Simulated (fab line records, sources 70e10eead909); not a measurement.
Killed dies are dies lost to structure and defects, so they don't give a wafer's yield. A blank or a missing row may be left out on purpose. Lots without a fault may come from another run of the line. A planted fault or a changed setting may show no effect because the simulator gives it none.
Chamber matching | flow nand_harc | NHARC_A_STAIRCASE_DESCUM_219 on rie_diel-08: 4 sister chambers
The step chemistry O2, time 3 s. 4 wafers are shown with their chamber, then 12 later ones without.

WAFERS WITH THEIR CHAMBER
wafer  | chamber | showerhead_plenum_p_Torr (Torr)
L081.3 | 0       | 1.99
L081.4 | 2       | 1.98
L084.2 | 3       | 1.78
L084.6 | 1       | 1.97

WAFERS WITHOUT THEIR CHAMBER
wafer  | showerhead_plenum_p_Torr (Torr)
L087.1 | 1.97
L087.4 | 1.99
L087.6 | 1.97
L091.1 | 1.98
L091.5 | 1.97
L091.6 | 1.98
L090.2 | 1.77
L090.3 | 1.97
L090.5 | 1.97
L097.1 | 1.96
L097.2 | 1.97
L097.6 | 1.97

WHICH CHAMBER EACH WENT THROUGH
wafer  | from the rows above | in truth
L087.1 | 1                   | 1
L087.4 | 0                   | 0
L087.6 | 1                   | 1
L091.1 | 2                   | 2
L091.5 | 1                   | 1
L091.6 | 2                   | 2
L090.2 | 3                   | 3
L090.3 | 1                   | 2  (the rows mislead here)
L090.5 | 1                   | 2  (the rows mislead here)
L097.1 | 1                   | 1
L097.2 | 1                   | 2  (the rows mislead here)
L097.6 | 1                   | 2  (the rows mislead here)
Placed correctly: 8 of 12. Can't be placed from these rows: 0. Placed wrongly: 4.
How it was worked out, from the rows above alone: a wafer's distance from a chamber is the root of the sum, over the readings, of the square of ((its reading less the chamber's mean) divided by the reading's scatter). The wafer belongs to the nearest chamber; if the next one is less than 2 further off, it can't be placed. A chamber's mean is the mean of its shown wafers. The scatter: with one shown wafer a chamber, the root of the mean of the squares of how far each hidden wafer lies from its nearest shown one.
